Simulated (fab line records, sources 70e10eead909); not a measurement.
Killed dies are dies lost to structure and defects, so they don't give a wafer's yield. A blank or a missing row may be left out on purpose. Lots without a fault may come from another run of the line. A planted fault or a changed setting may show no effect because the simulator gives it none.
A struck lot beside a sound one | flow nand_harc | 14 steps out of a route of 1302
Sound: wafers L550.1, L550.3, L550.5. Struck: wafers L564.1, L564.3, L564.5. The cause comes at the end.
At each step with rows: each side's tool, then ch and its chambers, then its first start. Under that, the readings that differ: sound wafers | struck wafers | difference of the means | sigmas: that difference in standard deviations of wafers without a fault.
alike: readings whose means differ by less than 2 such deviations, and words and numbers that are the same on both sides. not compared: withheld readings, readings that some wafer has no value for, bounds like >300 that may hide the same value, and numbers for which the record gives no deviation and whose values overlap.
The two part at a step that has a row with sigmas, a row that says differs or no value, or rows on one side only. Numbers that don't overlap but have no deviation are shown without sigmas and don't part them. A reading that every wafer of one side lacks parts them only if that side has two wafers or more.

NHARC_P_M2_PVD_20: deposits TaN, target thk 5 nm, time 8.06 s.
  sound on pvd_sputter-03; struck on pvd_sputter-03
  alike: throttle_valve_pct
NHARC_P_M2_PVD_21: deposits Cu, target thk 30 nm, time 20.49 s.
  sound on pvd_sputter-03; struck on pvd_sputter-03
  alike: throttle_valve_pct
then, 2 steps without rows for these wafers: NHARC_P_M2_ECD_22 (material Cu, target thk 400 nm); NHARC_P_M2_ANNEAL_31 (time 90 s).
NHARC_P_M2_CMP_23: polishes, t overpolish 20 s, target thk 144.3 nm.
  sound on cmp-04 ch 0,2,3, day 6 17:31; struck on cmp-03 ch 0,2, day 12 12:09
  alike: edge_zone_pressure_frac, motor_current_A, retaining_ring_pressure_frac, time_to_endpoint_s
NHARC_P_M2_THK_MEAS_24: measures by xrf.
  sound on film_metro-01, day 6 17:47; struck on film_metro-02, day 12 12:27
  alike: thk_nm
then, 1 step without rows for these wafers: NHARC_P_M2_SRD_25.
NHARC_P_M2_INSPECT_27:
  sound on defect_inspect-02, day 6 17:56; struck on defect_inspect-02, day 12 12:36
  alike: raw_defect_count
NHARC_P_M2_PRE_CLEAN_32: time 12 s.
  sound on pecvd-03 ch 0,2, day 6 18:00; struck on pecvd-01 ch 1,2, day 12 12:40
  alike: heater_power_w
then, 1 step without rows for these wafers: NHARC_P_M2_DEP_33 (deposits SiCN, target thk 30 nm).
NHARC_P_BONDPAD_DEP_00: deposits SiCN, target thk 250 nm.
  sound on pecvd-02 ch 0,2, day 6 18:32; struck on pecvd-02 ch 0,1,2, day 12 13:10
  alike: heater_power_w
NHARC_P_BONDPAD_CMP_32: polishes SiCN, target thk 200 nm.
  sound on cmp-03 ch 2,3, day 6 18:55; struck on cmp-01 ch 0,2,3, day 12 13:34
  no value came back on the struck wafers for edge_zone_pressure_frac, motor_current_A (A), retaining_ring_pressure_frac; on the sound wafers edge_zone_pressure_frac reads 1.007 0.996 1.004
NHARC_P_BONDPAD_THK_MEAS_33: measures by ellipsometry.
  sound on film_metro-01, day 6 19:10; struck on film_metro-01, day 12 13:49
  reading     | sound             | struck            | difference | sigmas
  thk_nm (nm) | 200.2 198.7 200.0 | 248.2 244.3 252.2 | +48.6      | +30
then, 1 step without rows for these wafers: NHARC_P_BONDPAD_SRD_34.

WHERE THEY PART
First at NHARC_P_BONDPAD_CMP_32; last, within this record, at NHARC_P_BONDPAD_THK_MEAS_33.

WHY: what the simulator had put in
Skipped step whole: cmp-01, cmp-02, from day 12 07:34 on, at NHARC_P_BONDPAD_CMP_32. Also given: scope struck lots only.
